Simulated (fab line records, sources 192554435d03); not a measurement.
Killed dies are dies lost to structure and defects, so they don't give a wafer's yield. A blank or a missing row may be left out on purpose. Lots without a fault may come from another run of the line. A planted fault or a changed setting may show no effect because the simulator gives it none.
fab line records | flow n5_finfet
record lots=11 wafers=33 last_day=20
route steps=1938 shown BEOL_M4@1061 PAD_METAL@1894 PASSIVATION@1906
lots that met no fault: from a run of the same line without faults
start_h: hours from the record's first day to the start of the lot's first wafer shown | wait_h: hours since the lot's step before | " the same as in the row above | L1.1+2: a row that stands for several wafers | - no value, or no start given | * or withheld: withheld | < > ~ a bound
route shown NAME@n: a module of which the file shows steps, and the number in the route of the first | usual: mean/standard deviation of fault-free wafers | same: alike in all rows | chamber/n: place in a boat | sites: the reading at each site | _std_site: their standard deviation | _edge_site: outer sites' mean less inner sites' | radius_mm: how far each site lies from the wafer's centre | mask NAME#n: copy n | behind: the tool/chamber that last shaped the wafer | hold: why the lot was held/for how many hours/how that ended | device: the transistor (n, p or np) that didn't switch | end of line: the same wafers' tests at the end of the route | a step without rows: its recipe alone | killed: dies lost to structure and defects at the first sort, not the wafer's yield | map: a wafer's dies, x killed, . not, _ none there
set.NAME: the setting as run; set.NAME@STEP: as run at that earlier step | model.NAME: the simulator's own value behind a step, which no gauge read
steps of the route over a sample of lots; a table a step, a row a wafer
services: from which hour (start_h, from the record's first day; less than 0 if before it) a tool's chamber was out of use, for how many hours, and why
## steps
# step N5_BEOL_M4_ETCH_69
# recipe chemistry=CF4 target=SiARC target_depth_a=156 mask_material=CAR-EUV time_s=26 ion_energy_ev=80 pressure_mtorr=40 source_w=545 bias_w=36 Ar_flow_sccm=100 cf4_flow_sccm=100 ends=cleared
# usual chamber_pressure_mTorr=40.00/0.038 drypump_motor_current_A=5.7/0.57 etch_rf_on_time_s=26.3/0.75 oes_product_au=0.67/0.075 rf_vpp_V=184.1/1 showerhead_plenum_p_Torr=2.14/0.046 throttle_valve_pct=15.44/0.18
# columns lot.wafer tool chamber start_h wait_h chamber_pressure_mTorr drypump_motor_current_A etch_rf_on_time_s oes_product_au rf_hours_counter_h rf_vpp_V showerhead_plenum_p_Torr throttle_valve_pct
L337.3 rie_diel-01 0 193.37 0.0 39.99 5.5 26.4 0.60 193 183.9 2.13 15.71
L337.4 " 3 " " 40.08 5.6 25.9 0.72 61 184.8 2.09 15.26
L337.6 " 2 " " 40.02 5.2 26.4 0.59 - 183.6 2.04 15.57
L338.1 rie_diel-01 3 197.58 0.0 40.02 5.7 25.9 0.73 62 184.2 2.09 15.23
L338.3 " 0 " " 40.02 5.5 26.4 0.60 194 184.0 2.13 15.72
L338.6 " 0 " " 40.05 5.5 26.6 0.60 - 183.8 2.13 15.70
L340.3 rie_diel-04 2 219.02 0.0 40.03 4.9 27.6 0.62 153 183.5 2.14 15.22
L340.5 " 2 " " 39.99 4.9 27.7 0.61 - 184.5 2.14 15.24
L340.6 " 3 " " 39.97 6.5 25.9 0.61 - 185.3 2.20 15.51
L343.2 rie_diel-05 2 231.86 0.0 39.99 5.3 25.4 0.65 152 183.3 2.15 15.36
L343.3 " 1 " " 39.93 6.4 26.7 0.72 48 184.2 2.11 15.28
L343.5 " 3 " " 40.07 5.2 26.3 0.78 - 183.7 2.11 15.39
L344.1 rie_diel-04 0 232.60 0.0 40.00 5.7 26.1 0.57 243 182.8 2.12 15.66
L344.2 " 3 " " 39.98 6.6 25.6 0.60 221 183.2 2.19 15.51
L344.5 " 1 " " 40.04 6.3 25.5 0.74 - 184.1 2.17 15.57
L342.2 rie_diel-04 1 233.03 0.0 39.95 6.4 25.5 0.73 48 183.6 2.17 15.56
L342.3 " 0 " " 39.96 5.8 26.7 0.57 243 184.2 2.12 15.68
L342.4 " 3 " " 40.01 6.6 25.8 0.60 221 184.3 2.19 15.51
L341.2 rie_diel-05 1 240.51 0.0 40.05 6.4 26.9 0.71 51 183.8 2.11 15.30
L341.4 " 0 " " 40.01 5.3 26.8 0.66 117 182.0 2.16 15.57
L341.6 " 1 " " 40.03 6.4 27.2 0.70 - 183.2 2.11 15.30
L348.1 rie_diel-05 3 258.25 0.0 40.06 5.3 26.9 0.75 40 183.9 2.10 15.41
L348.2 " 2 " " 39.94 5.4 25.4 0.64 162 184.4 2.15 15.39
L348.3 " 0 " " 40.03 5.3 26.7 0.65 124 184.7 2.16 15.58
L352.2 rie_diel-04 3 269.91 0.0 40.00 6.6 25.9 0.59 238 185.2 2.19 15.55
L352.4 " 3 " " 40.03 6.6 26.4 0.59 - 185.7 2.19 15.54
L352.6 " 2 " " 39.94 4.9 27.7 0.60 - 183.8 2.13 15.27
L360.1 rie_diel-04 2 337.81 0.0 40.03 4.9 27.8 0.58 203 184.9 2.12 15.34
L360.2 " 0 " " 39.98 5.8 25.7 0.77 26 183.1 2.11 15.23
L360.4 " 1 " " 39.97 6.4 25.8 0.69 92 186.1 2.16 15.68
L359.2 rie_diel-04 2 349.69 0.0 39.96 4.9 27.8 0.58 207 183.6 2.12 15.34
L359.3 " 0 " " 39.99 5.7 25.8 0.76 31 183.4 2.11 15.25
L359.4 " 1 " " 40.06 6.4 26.1 0.68 95 185.5 2.16 15.67
# step N5_PASSIVATION_PRE_CLEAN_19
# recipe gas=H2/He time_s=* temp_c=*
# usual heater_power_w=460/47
# columns lot.wafer tool chamber start_h wait_h heater_power_w
L338.1 pvd_sputter-02 - 329.77 0.0 432
L338.3 " - " " 439
L338.6 " - " " 440
L337.3 pvd_sputter-03 - 330.99 0.0 415
L337.4 " - " " 414
L337.6 " - " " 419
L340.3 pvd_sputter-03 - 353.52 0.0 409
L340.5 " - " " 450
L340.6 " - " " 457
L343.2 pvd_sputter-01 - 357.59 0.0 441
L343.3 " - " " 466
L343.5 " - " " 448
L344.1 pvd_sputter-03 - 363.87 0.0 441
L344.2 " - " " 459
L344.5 " - " " 417
L342.2 pvd_sputter-02 - 381.87 0.0 428
L342.3 " - " " 567
L342.4 " - " " 436
L341.2 pvd_sputter-03 - 385.50 0.0 466
L341.4 " - " " 407
L341.6 " - " " 415
L348.1 pvd_sputter-03 - 392.41 0.0 457
L348.2 " - " " 412
L348.3 " - " " 433
L352.2 pvd_sputter-03 - 416.04 0.0 416
L352.4 " - " " 455
L352.6 " - " " 443
L360.1 pvd_sputter-03 - 471.15 0.0 453
L360.2 " - " " 445
L360.4 " - " " 419
L359.2 pvd_sputter-01 - 471.66 0.0 446
L359.3 " - " " 453
L359.4 " - " " 478
# step N5_PASSIVATION_OVL_MEAS_63
# recipe points_per_wafer=44
# usual PAD_OVL=-2/5.8
# columns lot.wafer tool chamber start_h wait_h PAD_OVL[nm]
L338.1 overlay-01 0 330.41 0.0 2
L338.3 " 0 " " 4
L338.6 " 0 " " 2
L337.3 overlay-01 0 331.75 0.0 2
L337.4 " 0 " " -1
L337.6 " 0 " " -4
L340.3 overlay-01 0 354.28 0.0 -9
L340.5 " 0 " " -13
L340.6 " 0 " " 1
L343.2 overlay-01 0 358.35 0.0 -9
L343.3 " 0 " " -9
L343.5 " 0 " " -1
L344.1 overlay-01 0 364.51 0.0 -1
L344.2 " 0 " " 0
L344.5 " 0 " " 2
L342.2 overlay-01 0 382.51 0.0 0
L342.3 " 0 " " -5
L342.4 " 0 " " -2
L341.2 overlay-01 0 386.15 0.0 0
L341.4 " 0 " " -3
L341.6 " 0 " " 4
L348.1 overlay-01 0 393.18 0.0 -11
L348.2 " 0 " " -8
L348.3 " 0 " " -3
L352.2 overlay-01 0 416.68 0.0 -17
L352.4 " 0 " " -14
L352.6 " 0 " " -11
L360.1 overlay-02 0 471.81 0.0 4
L360.2 " 0 " " 3
L360.4 " 0 " " -4
L359.2 overlay-02 0 472.32 0.0 4
L359.3 " 0 " " -11
L359.4 " 0 " " -4
# step N5_PASSIVATION_OVL_MEAS_66
# recipe points_per_wafer=44
# usual PASS_OPEN_OVL=0/5.6
# columns lot.wafer tool chamber start_h wait_h PASS_OPEN_OVL[nm]
L338.1 overlay-01 0 332.40 0.0 -2
L338.3 " 0 " " -6
L338.6 " 0 " " 0
L337.3 overlay-01 0 333.83 0.0 2
L337.4 " 0 " " 3
L337.6 " 0 " " 0
L340.3 overlay-01 0 356.02 0.0 1
L340.5 " 0 " " -3
L340.6 " 0 " " 5
L343.2 overlay-01 0 360.32 0.0 7
L343.3 " 0 " " -3
L343.5 " 0 " " 6
L344.1 overlay-01 0 366.41 0.0 -9
L344.2 " 0 " " -12
L344.5 " 0 " " -3
L342.2 overlay-01 0 384.27 0.0 2
L342.3 " 0 " " 8
L342.4 " 0 " " -1
L341.2 overlay-01 0 388.05 0.0 3
L341.4 " 0 " " 2
L341.6 " 0 " " 0
L348.1 overlay-01 0 395.08 0.0 4
L348.2 " 0 " " -2
L348.3 " 0 " " 3
L352.2 overlay-01 0 419.03 0.0 -7
L352.4 " 0 " " -12
L352.6 " 0 " " 0
L360.1 overlay-02 0 474.04 0.0 -4
L360.2 " 0 " " 3
L360.4 " 0 " " -1
L359.2 overlay-01 0 474.21 0.0 -4
L359.3 " 0 " " 2
L359.4 " 0 " " -3
# step N5_PASSIVATION_PROBE_49
# usual defect_limited_yield=91.4/1.4 killed_at_M0_to_M3=34/9.1 killed_at_M4_up=14/5.2 killed_at_contacts=12/6.4 killed_at_front_end=38/11 killed_at_other=3.7/2.8 killed_dies=102/17 killed_on_rim=14/3.9 killed_open=68/13 killed_short=32/7.8 sort_bin_5_function=5.1/1 sort_bin_6_memory=3.2/0.66 sort_n_pass=1076/19 sort_yield_pct=91.2/1.6
# same gross_dies=1180 killed_at_back_side=0 sort_bin_4_leakage[%]=0 sort_bin_8_speed[%]=0
# columns lot.wafer tool chamber start_h wait_h defect_limited_yield[%] killed_at_M0_to_M3 killed_at_M4_up killed_at_contacts killed_at_front_end killed_at_other killed_dies killed_on_rim killed_open killed_short sort_bin_5_function[%] sort_bin_6_memory[%] sort_n_pass sort_yield_pct[%]
L338.1 prober-01 - 335.50 0.0 90.6 36 11 10 49 5 111 11 65 46 4.5 4.7 1069 90.6
L338.3 prober-01 - 335.60 0.1 90.1 40 16 15 41 5 117 15 78 38 5.7 3.8 1063 90.1
L338.6 prober-01 - 335.75 0.3 90.4 45 24 4 40 0 113 19 85 28 5.8 3.4 1067 90.4
L343.2 prober-02 - 363.47 0.1 89.2 40 14 19 45 9 127 18 87 39 5.9 4.3 1053 89.2
L343.3 prober-02 - 363.52 0.1 91.5 31 8 19 39 3 100 16 71 29 5.3 2.7 1080 91.5
L343.5 prober-02 - 363.62 0.2 89.8 45 13 16 44 2 120 13 87 33 6.3 3.6 1060 89.8
L344.1 prober-02 - 369.52 0.0 93.0 31 12 12 28 0 83 8 56 24 3.2 3.7 1097 93.0
L344.2 prober-02 - 369.57 0.1 92.0 25 20 6 42 1 94 10 66 25 5.2 2.6 1086 92.0
L344.5 prober-02 - 369.72 0.2 93.9 32 10 11 19 0 72 12 54 17 3.7 2.3 1108 93.9
L342.2 prober-01 - 387.60 0.1 91.9 34 15 1 44 2 96 15 65 30 4.6 3.3 1084 91.9
L342.3 prober-01 - 387.65 0.1 90.8 31 10 16 50 1 108 14 64 42 6.2 2.5 1072 90.8
L342.4 prober-01 - 387.70 0.2 87.9 48 20 15 52 8 143 19 92 51 7.4 4.3 1037 87.9
L341.2 prober-02 - 391.20 0.1 91.1 27 18 9 47 4 105 9 73 32 5.0 3.6 1075 91.1
L341.4 prober-02 - 391.30 0.2 89.5 24 21 31 48 0 124 18 89 35 6.6 3.6 1056 89.5
L341.6 prober-02 - 391.40 0.3 90.9 19 18 20 48 2 107 10 78 29 5.9 2.8 1073 90.9
L348.1 prober-01 - 398.52 0.0 90.4 22 4 16 67 4 113 16 67 45 5.8 3.6 1067 90.4
L348.2 prober-01 - 398.57 0.1 88.6 35 9 19 71 1 135 12 85 47 6.2 4.7 1045 88.6
L348.3 prober-01 - 398.62 0.1 91.4 25 8 17 50 1 101 18 62 37 4.7 3.6 1079 91.4
L352.2 prober-02 - 422.47 0.1 91.4 28 11 20 40 2 101 17 70 30 5.3 2.8 1079 91.4
L352.4 prober-02 - 422.57 0.2 93.9 18 8 25 18 3 72 16 49 22 3.7 2.3 1108 93.9
L352.6 prober-02 - 422.67 0.3 82.3 33 116 19 38 3 209 26 71 32 12.2 3.4 971 82.3
# killed by level:class
L338.1 BEOL_M3:geometric_particle:open=10 GATE_CUT:geometric_particle:short=9 FIN_SAQP:geometric_particle:open=8 FIN_SAQP:geometric_particle:short=8 BEOL_M0_SAQP:geometric_particle:short=8 BEOL_M0_SAQP:geometric_particle:open=8 MOL_CONTACT_COAG:geometric_particle:open=7 DUMMY_GATE:geometric_particle:open=6
L338.3 MOL_CONTACT_COAG:geometric_particle:open=13 BEOL_M0_SAQP:geometric_particle:short=11 BEOL_M2:geometric_particle:open=11 DUMMY_GATE:geometric_particle:open=10 FIN_SAQP:geometric_particle:open=6 GATE_CUT:geometric_particle:short=6 BEOL_M3:geometric_particle:open=6 BEOL_M0_SAQP:geometric_particle:open=5
L338.6 BEOL_M0_SAQP:geometric_particle:open=14 STI_FIN_REVEAL:geometric_particle:open=13 BEOL_M4:geometric_particle:open=11 BEOL_M2:geometric_particle:open=10 DUMMY_GATE:geometric_particle:open=8 BEOL_M0_SAQP:geometric_particle:short=8 BEOL_M3:geometric_particle:open=8 FIN_SAQP:geometric_particle:open=5
L343.2 MOL_CONTACT_COAG:geometric_particle:open=14 BEOL_M3:geometric_particle:open=13 DUMMY_GATE:geometric_particle:open=12 FIN_SAQP:geometric_particle:short=8 FIN_SAQP:geometric_particle:open=7 BEOL_M0_SAQP:geometric_particle:open=6 BEOL_M2:geometric_particle:open=6 BEOL_M0_SAQP:geometric_particle:short=5
L343.3 MOL_CONTACT_COAG:geometric_particle:open=16 FIN_SAQP:geometric_particle:short=10 BEOL_M2:geometric_particle:open=8 FIN_SAQP:geometric_particle:open=7 DUMMY_GATE:geometric_particle:open=6 BEOL_M0_SAQP:geometric_particle:open=6 BEOL_M1:geometric_particle:open=5 BEOL_M4:geometric_particle:open=4
L343.5 FIN_SAQP:geometric_particle:open=16 MOL_CONTACT_COAG:geometric_particle:open=11 BEOL_M2:geometric_particle:open=11 BEOL_M0:geometric_particle:open=10 DUMMY_GATE:geometric_particle:open=7 BEOL_M3:geometric_particle:open=7 BEOL_M0_SAQP:geometric_particle:open=6 BEOL_M0_SAQP:geometric_particle:short=6
L344.1 MOL_CONTACT_COAG:geometric_particle:open=11 STI_FIN_REVEAL:geometric_particle:open=8 BEOL_M3:geometric_particle:open=8 BEOL_M2:geometric_particle:open=7 BEOL_M0_SAQP:geometric_particle:short=5 BEOL_M1:geometric_particle:short=4 BEOL_M4:geometric_particle:open=4 SPACER0:geometric_particle:short=3
L344.2 STI_FIN_REVEAL:geometric_particle:open=18 FIN_SAQP:geometric_particle:short=7 BEOL_M5:geometric_particle:open=7 BEOL_M0_SAQP:geometric_particle:open=6 BEOL_M2:geometric_particle:open=5 GATE_CUT:geometric_particle:short=5 DUMMY_GATE:geometric_particle:open=5 MOL_CONTACT_COAG:geometric_particle:open=5
L344.5 BEOL_M0_SAQP:geometric_particle:open=11 MOL_CONTACT_COAG:geometric_particle:open=10 BEOL_M0_SAQP:geometric_particle:short=8 STI_FIN_REVEAL:geometric_particle:open=6 BEOL_M2:geometric_particle:open=6 BEOL_M5:geometric_particle:open=5 BEOL_M3:geometric_particle:open=4 BEOL_M6:geometric_particle:open=3
L342.2 STI_FIN_REVEAL:geometric_particle:open=8 DUMMY_GATE:geometric_particle:open=8 BEOL_M0_SAQP:geometric_particle:open=8 BEOL_M0_SAQP:geometric_particle:short=7 BEOL_M1:geometric_particle:open=7 FIN_SAQP:geometric_particle:short=6 BEOL_M3:geometric_particle:open=6 BEOL_M2:geometric_particle:open=5
L342.3 STI_FIN_REVEAL:geometric_particle:open=19 MOL_CONTACT_COAG:geometric_particle:open=12 FIN_SAQP:geometric_particle:short=9 BEOL_M1:geometric_particle:open=7 BEOL_M2:geometric_particle:open=6 MOL_CONTACT_COAG:geometric_particle:short=4 DUMMY_GATE:geometric_particle:open=4 BEOL_M3:geometric_particle:short=4
L342.4 STI_FIN_REVEAL:geometric_particle:open=16 FIN_SAQP:geometric_particle:short=13 MOL_CONTACT_COAG:geometric_particle:open=13 BEOL_M1:geometric_particle:open=11 BEOL_M4:geometric_particle:open=11 BEOL_M0_SAQP:geometric_particle:short=8 BEOL_M0_SAQP:geometric_particle:open=6 BEOL_M3:geometric_particle:open=6
L341.2 STI_FIN_REVEAL:geometric_particle:open=18 FIN_SAQP:geometric_particle:open=8 MOL_CONTACT_COAG:geometric_particle:open=8 BEOL_M4:geometric_particle:open=7 GATE_CUT:geometric_particle:short=5 BEOL_M1:geometric_particle:open=5 BEOL_M2:geometric_particle:open=5 BEOL_M5:geometric_particle:open=4
L341.4 MOL_CONTACT_COAG:geometric_particle:open=24 FIN_SAQP:geometric_particle:open=11 STI_FIN_REVEAL:geometric_particle:open=8 BEOL_M5:geometric_particle:open=8 DUMMY_GATE:geometric_particle:open=7 MOL_CONTACT_COAG:geometric_particle:short=7 BEOL_M0_SAQP:geometric_particle:short=6 BEOL_M0_SAQP:geometric_particle:open=6
L341.6 FIN_SAQP:geometric_particle:open=19 MOL_CONTACT_COAG:geometric_particle:open=18 FIN_SAQP:geometric_particle:short=7 STI_FIN_REVEAL:geometric_particle:open=7 BEOL_M0_SAQP:geometric_particle:short=6 DUMMY_GATE:geometric_particle:open=5 BEOL_M5:geometric_particle:open=4 BEOL_M3:geometric_particle:open=4
L348.1 FIN_SAQP:geometric_particle:short=19 FIN_SAQP:geometric_particle:open=14 MOL_CONTACT_COAG:geometric_particle:open=12 STI_FIN_REVEAL:geometric_particle:open=7 STI_FIN_REVEAL:geometric_particle:short=5 DUMMY_GATE:geometric_particle:open=5 BEOL_M3:geometric_particle:open=5 BEOL_M3:geometric_particle:short=5
L348.2 FIN_SAQP:geometric_particle:open=21 STI_FIN_REVEAL:geometric_particle:open=16 MOL_CONTACT_COAG:geometric_particle:open=13 FIN_SAQP:geometric_particle:short=9 MOL_CONTACT_COAG:geometric_particle:short=6 BEOL_M3:geometric_particle:open=6 BEOL_M0:geometric_particle:short=6 BEOL_M0_SAQP:geometric_particle:short=6
L348.3 MOL_CONTACT_COAG:geometric_particle:open=15 STI_FIN_REVEAL:geometric_particle:open=11 FIN_SAQP:geometric_particle:open=9 FIN_SAQP:geometric_particle:short=8 BEOL_M0_SAQP:geometric_particle:short=8 BEOL_M0_SAQP:geometric_particle:open=8 GATE_CUT:geometric_particle:short=7 BEOL_M5:geometric_particle:open=5
L352.2 MOL_CONTACT_COAG:geometric_particle:open=17 STI_FIN_REVEAL:geometric_particle:open=14 BEOL_M1:geometric_particle:short=7 BEOL_M2:geometric_particle:open=6 BEOL_M4:geometric_particle:open=6 DUMMY_GATE:geometric_particle:open=5 BEOL_M0_SAQP:geometric_particle:short=4 STARTING-WAFER:geometric_particle:open=4
L352.4 MOL_CONTACT_COAG:geometric_particle:open=18 STI_FIN_REVEAL:geometric_particle:open=7 MOL_CONTACT_COAG:geometric_particle:short=7 BEOL_M0_SAQP:geometric_particle:open=6 BEOL_M1:geometric_particle:open=3 BEOL_M3:geometric_particle:short=3 SPACER0:geometric_particle:short=2 ILD0:geometric_particle:short=2
L352.6 BEOL_M4:unspecified=103 STI_FIN_REVEAL:geometric_particle:open=17 MOL_CONTACT_COAG:geometric_particle:open=16 BEOL_M0_SAQP:geometric_particle:short=11 BEOL_M2:geometric_particle:open=6 BEOL_M0_SAQP:geometric_particle:open=5 FIN_SAQP:geometric_particle:open=3 STI_FIN_REVEAL:geometric_particle:short=3
## services
# columns tool chamber start_h hours kind
pvd_sputter-03 - 175.65 1.1 repair
rie_diel-05 - 177.06 2.8 pm
pvd_sputter-02 - 184.70 1.4 repair
rie_diel-05 - 188.93 0.2 repair
rie_diel-04 3 206.48 9.8 repair
rie_diel-01 0 208.40 5.3 repair
rie_diel-05 - 208.65 0.6 repair
rie_diel-01 3 226.33 4.3 repair
rie_diel-05 1 232.14 1.4 repair
rie_diel-04 0 249.99 - clean
rie_diel-04 0 249.99 - consumable_replace:focus_ring
rie_diel-04 0 249.99 21.8 scheduled_down
rie_diel-04 0 249.99 21.8 vent_cycle
rie_diel-04 3 304.27 - clean
rie_diel-04 3 304.27 - consumable_replace:focus_ring
rie_diel-04 3 304.27 19.4 scheduled_down
rie_diel-04 2 364.60 12.6 repair
rie_diel-01 3 395.29 4.1 repair
rie_diel-05 0 417.32 6.0 repair
pvd_sputter-03 - 423.06 8.9 repair
pvd_sputter-01 - 443.95 4.9 repair
pvd_sputter-03 - 444.22 1.9 repair
rie_diel-04 1 448.62 4.0 repair
rie_diel-04 0 463.17 18.9 repair
## key
first_sign step=N5_PASSIVATION_PROBE_49 reading=killed_at_M4_up direction=up sigmas=20 usual=14 struck=116
effect step=N5_PASSIVATION_PROBE_49 reading=defect_limited_yield direction=down sigmas=6.3 usual=91.4 struck=82.3
more_kills_born_at N5_BEOL_M4_ETCH_69@rie_diel-04=103
met_at N5_BEOL_M4_ETCH_69
struck_lots L352
struck_wafers L352.6
not_acting_at N5_PASSIVATION_PRE_CLEAN_19,N5_PASSIVATION_OVL_MEAS_63,N5_PASSIVATION_OVL_MEAS_66
onset_between 219.02 269.91
fault kind=chamber_particle_source tool=rie_diel-04 chamber=2 onset_h=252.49 steps=N5_BEOL_M4_ETCH_69 rate_per_visit_cm2=0.69609 end_h=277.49
